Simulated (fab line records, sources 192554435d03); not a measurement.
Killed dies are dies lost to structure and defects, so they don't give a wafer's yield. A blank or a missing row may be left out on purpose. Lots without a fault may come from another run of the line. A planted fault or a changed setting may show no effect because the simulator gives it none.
fab line records | flow n5_finfet
record lots=3 wafers=9 last_day=16
route steps=1938 shown SD_EPI_P@302 SD_ACTIVATION@330 ILD0@335 BEOL_M4@1111 PASSIVATION@1936
lots that met no fault: from a run of the same line without faults
start_h: hours from the record's first day to the start of the lot's first wafer shown | wait_h: hours since the lot's step before | " the same as in the row above | L1.1+2: a row that stands for several wafers | - no value, or no start given | * or withheld: withheld | < > ~ a bound
route shown NAME@n: a module of which the file shows steps, and the number in the route of the first | usual: mean/standard deviation of fault-free wafers | same: alike in all rows | chamber/n: place in a boat | sites: the reading at each site | _std_site: their standard deviation | _edge_site: outer sites' mean less inner sites' | radius_mm: how far each site lies from the wafer's centre | mask NAME#n: copy n | behind: the tool/chamber that last shaped the wafer | hold: why the lot was held/for how many hours/how that ended | device: the transistor (n, p or np) that didn't switch | end of line: the same wafers' tests at the end of the route | a step without rows: its recipe alone | killed: dies lost to structure and defects at the first sort, not the wafer's yield | map: a wafer's dies, x killed, . not, _ none there
set.NAME: the setting as run; set.NAME@STEP: as run at that earlier step | model.NAME: the simulator's own value behind a step, which no gauge read
lots at some steps of the route; a table a step, a row a wafer
services: from which hour (start_h, from the record's first day; less than 0 if before it) a tool's chamber was out of use, for how many hours, and why
## steps
# step N5_SD_EPI_P_DEVELOP_08
# recipe develop_time_s=30 developer=TMAH resist=CAR-ArF-block dev_temp_c=23 rinse_liquid=diw dry=air_spin
# step N5_SD_EPI_P_DESCUM_14
# recipe chemistry=O2 time_s=7.9 source_power_w=50 bias_power_w=20 pressure_mtorr=20 rf_frequency_hz=2.712e+07 temp_c=40 resist=CAR-ArF-block o2_flow_sccm=225
# step N5_SD_EPI_P_ETCH_36
# recipe chemistry=CF4 target=SiARC target_depth_a=455 mask_material=CAR-ArF-block time_s=75.8 ion_energy_ev=80 pressure_mtorr=40 source_w=545 bias_w=36 Ar_flow_sccm=100 cf4_flow_sccm=100 ends=cleared
# step N5_SD_EPI_P_ETCH_37
# recipe chemistry=N2/H2 target=SOC overetch_a=1080 mask_material=SiARC temp_c=40 ion_energy_ev=100 source_w=3000 bias_w=133 pressure_mtorr=20 time_s=486 n2_flow_sccm=200 h2_flow_sccm=200 ends=end_point
# step N5_SD_EPI_P_STRIP_38
# recipe chemistry=N2/H2 temp_c=40 n2_flow_sccm=200 h2_flow_sccm=200 rf_frequency_hz=6e+07
# step N5_SD_EPI_P_ETCHBACK_46
# recipe chemistry=CH3F/O2 mode=anisotropic_etchback target=SiNx target_depth_a=175 stop_on=SiO2 over_etch_frac=0.3 ion_energy_ev=120 pressure_mtorr=30 source_w=395 bias_w=73 Ar_flow_sccm=150 CH3F_flow_sccm=30 O2_flow_sccm=20
# step N5_SD_EPI_P_ETCH_47
# recipe chemistry=CH3F/O2 target=SiOCN target_depth_a=250 mask_material=SOC ion_energy_ev=60 bias_w=29 pressure_mtorr=30 source_w=410 Ar_flow_sccm=150 CH3F_flow_sccm=30 O2_flow_sccm=20
# step N5_SD_EPI_P_ETCH_16
# recipe chemistry=CHF3/O2 target=SiO2 target_depth_a=50 mask_material=SOC pressure_mtorr=30 source_w=650 bias_w=170 Ar_flow_sccm=200 CHF3_flow_sccm=50 O2_flow_sccm=5 ion_energy_ev=200
# step N5_SD_EPI_P_STRIP_50
# recipe chemistry=CHF3/O2 resist=SiARC rf_frequency_hz=6e+07
# step N5_SD_EPI_P_SD_RECESS_17
# recipe chemistry=HBr/Cl2/O2 target_depth_a=391 bt_time_s=3 pressure_mtorr=10 icp_w=800 bias_w=112 HBr_flow_sccm=150 Cl2_flow_sccm=80 O2_flow_sccm=12
# usual drypump_motor_current_A=5.86/0.27 he_backside_leak_sccm=2.8/0.33 oes_product_au=1.000/0.016 throttle_valve_pct=37.1/0.34
# columns lot.wafer tool chamber start_h wait_h drypump_motor_current_A he_backside_leak_sccm oes_product_au rf_hours_counter_h throttle_valve_pct model.etch.depth_nm model.SD_EPI_P.feature_depth_nm
L686.1 rie_si-04 3 131.21 0.0 5.95 2.5 0.991 170 37.6 38.46 38.4
L686.2 " 1 " " 6.51 2.7 0.998 0 37.1 38.77 38.8
L686.3 " 0 " " 5.77 2.8 0.977 144 37.7 38.58 38.6
L689.1 rie_si-04 2 145.23 0.0 5.23 3.0 0.942 191 37.1 30.17 30.2
L689.2 " 3 " " 5.97 2.7 0.997 171 37.6 38.67 38.6
L689.6 " 3 " " 5.97 2.7 0.999 - 37.6 38.71 38.8
L693.2 rie_si-05 2 168.34 0.0 5.68 2.4 1.015 146 37.3 38.88 38.8
L693.4 " 0 " " 6.03 2.6 1.035 7 36.9 39.14 39.2
L693.5 " 2 " " 5.71 2.5 1.005 - 37.3 38.88 38.8
# step N5_SD_EPI_P_WET_ETCH_45
# recipe chemistry=dHF dilution=withheld time_s=10.7 target=SiO2 target_depth_a=20 temp_c=25 dry=ipa_marangoni rinse_time_s=30 rinse_temp_c=23
# step N5_SD_EPI_P_STRIP_40
# recipe chemistry=N2/H2 power_w=1000 temp_c=250 h2_frac=0.65 overash_fraction=0.3 pressure_mtorr=withheld n2_flow_sccm=1750 h2_flow_sccm=3250
# step N5_SD_EPI_P_PRECLEAN_52
# recipe chemistry=O3/DIW time_s=60 temp_c=22 o3_ppm=10
# step N5_SD_EPI_P_SRD_20
# recipe dry=ipa_marangoni do_ppb=5 time_s=30 temp_c=23 rinse_liquid=diw
# step N5_SD_EPI_P_PRECLEAN_51
# recipe chemistry=NF3:NH3 afs_cycles=1 temp_c=30 time_s=20 sublimation_temp_c=180 sublimation_time_s=60 pressure_torr=3 rf_power_w=30
# step N5_SD_EPI_P_VAPOR_ETCH_44
# recipe chemistry=NF3/Ar target=SiGe30 temp_c=25 time_s=3.3 mode=isotropic
# step N5_SD_EPI_P_EPI_21
# recipe material=SiGe:B dopant=B temp_c=550 pressure_torr=20 ambient=H2 time_s=355
# step N5_SD_EPI_P_HM_STRIP_48
# recipe chemistry=H3PO4 temp_c=160 material=SiNx target=SiNx target_depth_a=30 overetch_fraction=0.3
# step N5_SD_EPI_P_SRD_49
# recipe dry=ipa_marangoni time_s=30 temp_c=23 rinse_liquid=diw
# step N5_SD_EPI_P_PRECLEAN_24
# recipe chemistry=O3/DIW time_s=45 temp_c=22 o3_ppm=10
# step N5_SD_EPI_P_PRECLEAN_32
# recipe chemistry=dHF time_s=10 dilution=500:1 temp_c=25
# step N5_SD_EPI_P_PRECLEAN_33
# recipe chemistry=SC2 time_s=45 temp_c=35 mix=1:1:50
# step N5_SD_EPI_P_SRD_25
# recipe time_s=30 temp_c=23 rinse_liquid=diw dry=ipa_marangoni
# step N5_SD_ACTIVATION_RTA_00
# recipe temp_c=975 time_s=0 ambient=N2 idle_temp_c=600 ramp_up_c_per_s=150 ramp_down_c_per_s=60 cool_to_c=600
# step N5_SD_ACTIVATION_LSA_01
# recipe temp_c=1080 time_s=0.0008 ambient=N2
# step N5_ILD0_LINER_00
# recipe material=SiNx target_thk_a=40 temp_c=400 ald_precursor_family=SiH2I2 ald_co_reactant=N2/H2-plasma pulse_time_s=1 purge_time_s=2 co_reactant_purge_time_s=2 ald_cycles=80 pressure_torr=2
# step N5_ILD0_FCVD_FILL_01
# recipe material=SiO2_flowable target_thk_a=2000 temp_c=100 pressure_torr=0.8 rf_w=2000 time_s=328.3
# step N5_ILD0_CURE_02
# recipe temp_c=450 time_s=1800 ambient=steam idle_temp_c=400 ramp_up_c_per_min=5 ramp_down_c_per_min=3 densification_p_h2o_torr=640
# step N5_ILD0_CMP_03
# recipe stop_on=SiNx t_overpolish_s=1.9 post_cmp_clean=alkaline_brush down_force_psi=4.1491 platen_rpm=51.796 pad_velocity_m_s=1.0306 target_thk_nm=197.38
# step N5_ILD0_CMP_07
# recipe stop_on=poly-Si material=SiO2_flowable t_overpolish_s=1.18 post_cmp_clean=alkaline_brush down_force_psi=4.1491 platen_rpm=51.796 pad_velocity_m_s=1.0306 target_thk_nm=138.88
# step N5_ILD0_PRECLEAN_10
# recipe chemistry=NF3:NH3 afs_cycles=5 time_s=20 temp_c=30 sublimation_temp_c=180 sublimation_time_s=60 pressure_torr=3 rf_power_w=30
# step N5_ILD0_ALD_15
# recipe material=SiNx target_thk_a=240 temp_c=400 ald_precursor_family=SiH2I2 ald_co_reactant=N2/H2-plasma pulse_time_s=1 ald_cycles=480 purge_time_s=2 co_reactant_purge_time_s=2 pressure_torr=2
# step N5_BEOL_M4_RC_MEAS_101
# usual CJ_P=5.78/0.13 DIBL_N=36.2/1.2 DIBL_P=36.3/1.3 IOFF_N=0.155/0.019 IOFF_P=0.210/0.029 ION_N=677/8.6 ION_P=465/6.8 REXT_P=100.1/2.5 SS_N=71.4/0.48 SS_P=73.2/0.53 VT_N=249.9/2.4 VT_P=-250/3.2
# columns lot.wafer tool chamber start_h wait_h CJ_P DIBL_N[mV/V] DIBL_P[mV/V] IOFF_N[nA/um] IOFF_P[nA/um] ION_N[uA/um] ION_P[uA/um] REXT_P[ohm.um] SS_N[mV/dec] SS_P[mV/dec] VT_N[mV] VT_P[mV]
L686.1 prober-01 0 261.21 0.0 5.47 35.4 35.3 0.139 0.187 673 464 96.4 71.3 73.1 251.9 -252
L686.2 " 0 " " 5.76 37.4 37.7 0.161 0.215 664 456 97.6 71.4 73.3 250.3 -250
L686.3 " 0 " " 5.67 37.6 37.4 0.159 0.215 668 460 97.6 72.2 73.5 250.5 -250
L689.1 prober-01 0 265.34 0.0 3.53 36.1 35.4 0.172 0.186 693 426 110.3 70.8 72.7 246.9 -252
L689.2 " 0 " " 5.63 36.1 37.2 0.172 0.261 685 477 102.5 71.6 72.7 249.3 -244
L689.6 " 0 " " 5.63 35.6 35.8 0.153 0.229 679 465 101.6 71.8 72.3 249.8 -249
L693.2 prober-02 0 285.07 0.2 5.66 35.9 36.4 0.171 0.222 679 466 100.3 71.4 73.7 246.4 -249
L693.4 " 0 " " 5.70 34.9 35.4 0.147 0.206 673 465 101.2 71.1 73.6 248.3 -249
L693.5 " 0 " " 5.66 34.3 34.5 0.136 0.191 675 464 101.9 71.1 72.9 251.9 -250
# step N5_PASSIVATION_PROBE_49
# usual defect_limited_yield=91.2/1.4 killed_at_M0_to_M3=34/10 killed_at_M4_up=13/5.1 killed_at_contacts=12/6.5 killed_at_front_end=41/11 killed_at_other=4/3.3 killed_dies=104/16 killed_on_rim=14/3.9 killed_open=69/13 killed_short=33/7 sort_bin_5_function=5.1/0.91 sort_bin_6_memory=3.3/0.69 sort_bin_8_speed=0/0 sort_n_pass=1076/16 sort_yield_pct=91.2/1.4
# same gross_dies=1180 killed_at_back_side=0 sort_bin_4_leakage[%]=0
# columns lot.wafer tool chamber start_h wait_h defect_limited_yield[%] killed_at_M0_to_M3 killed_at_M4_up killed_at_contacts killed_at_front_end killed_at_other killed_dies killed_on_rim killed_open killed_short sort_bin_5_function[%] sort_bin_6_memory[%] sort_bin_8_speed[%] sort_n_pass sort_yield_pct[%]
L689.1 prober-02 - 371.32 0.0 92.1 26 6 5 48 8 93 8 62 31 4.7 3.0 53.64 454 38.5
L693.4 prober-01 - 386.88 0.2 91.5 26 7 5 58 4 100 8 71 29 5.5 2.7 0 1080 91.5
# killed by level:class
L689.1 STI_FIN_REVEAL:geometric_particle:open=16 FIN_SAQP:geometric_particle:open=8 GATE_CUT:geometric_particle:short=8 BEOL_M3:geometric_particle:open=8 BEOL_M2:geometric_particle:open=6 BEOL_M3:geometric_particle:short=5 STARTING-WAFER:geometric_particle:short=5 MOL_CONTACT_COAG:geometric_particle:open=4
L693.4 STI_FIN_REVEAL:geometric_particle:open=16 FIN_SAQP:geometric_particle:open=12 FIN_SAQP:geometric_particle:short=6 GATE_CUT:geometric_particle:open=6 GATE_CUT:geometric_particle:short=6 BEOL_M1:geometric_particle:open=6 BEOL_M3:geometric_particle:open=5 DUMMY_GATE:geometric_particle:open=4
# map L689.2 (x killed, . not)
_________________............________________
______________......x.x........._____________
___________...x............xx.x..x.__________
__________.x.......x...........x...._________
________.............................._______
_______................................______
______....x...............x............._____
_____........x.........x.x...x.......x...____
____..........x..................x.......x___
___......x............................x....__
___.............x.......x........x........x__
__...............x....x..x.........x..x....._
__..................x.x....................._
_..........................................x.
_.x.........................x...........x....
_.........................x..................
_.........x.......x..x.............x.........
_......x...x...................x...x.....x...
_.........x..x....x.........x...............x
_.............................x....x.......x.
_.............x...................x..........
__.x................x.....x...........x.x..._
__........x.......x.x...............x.x....x_
___.......x......x..............x..........__
___....................x.x..........x......__
____...........x.........x......x....x....___
_____.xx.x..x......x...x.................____
______x...x...............x.x..........._____
_______.............x.x......x..x......______
________.x........x..................._______
__________.....x.....x.............x_________
___________........................__________
______________............x....._____________
_________________.xxxx.......________________
# map L686.3 (x killed, . not)
_________________............________________
______________.....x........x..._____________
___________x.............x...x.....__________
__________...................x.....x_________
________x...xxx.............x........._______
_______.........x.x.............x......______
______........x...................x..x.._____
_____...........................x....xx..____
____.............................x........___
___x......................x...x.x..........__
___................................xx.xx...__
__...x.......x.......x.......x....x..x..x.x._
__.................x...x.x...x..x.........x._
_.....x..............................x.......
_.......x.....x.x....x......x......x.........
_.........................xx..............x..
_........x.....x...................x.........
_..x.......x.................................
_......x......x...x...x.............x........
_.....x..x.......x.x.........................
_....................x.......x...xx.......x..
__..x..............x.....x.................._
__...........x.................x............_
___.x....x...........x............x........__
___..x....x..............x.................__
____......x...................xxx.........___
_____....x.............x..x.x............____
______.x........x............x..x.....x._____
_______..........x...x...x.............______
________.x........x.....x............._______
__________...x.............x....xx.._________
___________.x.x.......x.......x...x__________
______________......x.....x.x..._____________
_________________............________________
## services
# columns tool chamber start_h hours kind
rie_si-05 - 108.66 0.3 repair
rie_si-05 3 108.97 2.1 repair
rie_si-05 - 111.27 14.6 pm
rie_si-04 0 143.64 3.5 repair
rie_si-04 0 164.24 2.1 repair
## key
first_sign step=N5_SD_EPI_P_SD_RECESS_17 reading=oes_product_au direction=down sigmas=3.5 usual=1.000 struck=0.942
effect step=N5_BEOL_M4_RC_MEAS_101 reading=CJ_P direction=down sigmas=18 usual=5.78 struck=3.53
effect step=N5_BEOL_M4_RC_MEAS_101 reading=ION_P direction=down sigmas=5.7 usual=465 struck=426
effect step=N5_BEOL_M4_RC_MEAS_101 reading=REXT_P direction=up sigmas=4.1 usual=100.1 struck=110.3
effect step=N5_PASSIVATION_PROBE_49 reading=sort_bin_8_speed direction=up sigmas=99+ usual=0 struck=53.64
model_effect step=N5_SD_EPI_P_SD_RECESS_17 value=etch.depth_nm without=39.87 struck=30.17
met_at N5_SD_EPI_P_SD_RECESS_17
struck_wafers L689.1
fault kind=process_parameter_drift tool=rie_si-04 chamber=2 onset_h=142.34 steps=N5_SD_EPI_P_SD_RECESS_17 channel=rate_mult offset=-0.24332 shape=step end_h=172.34
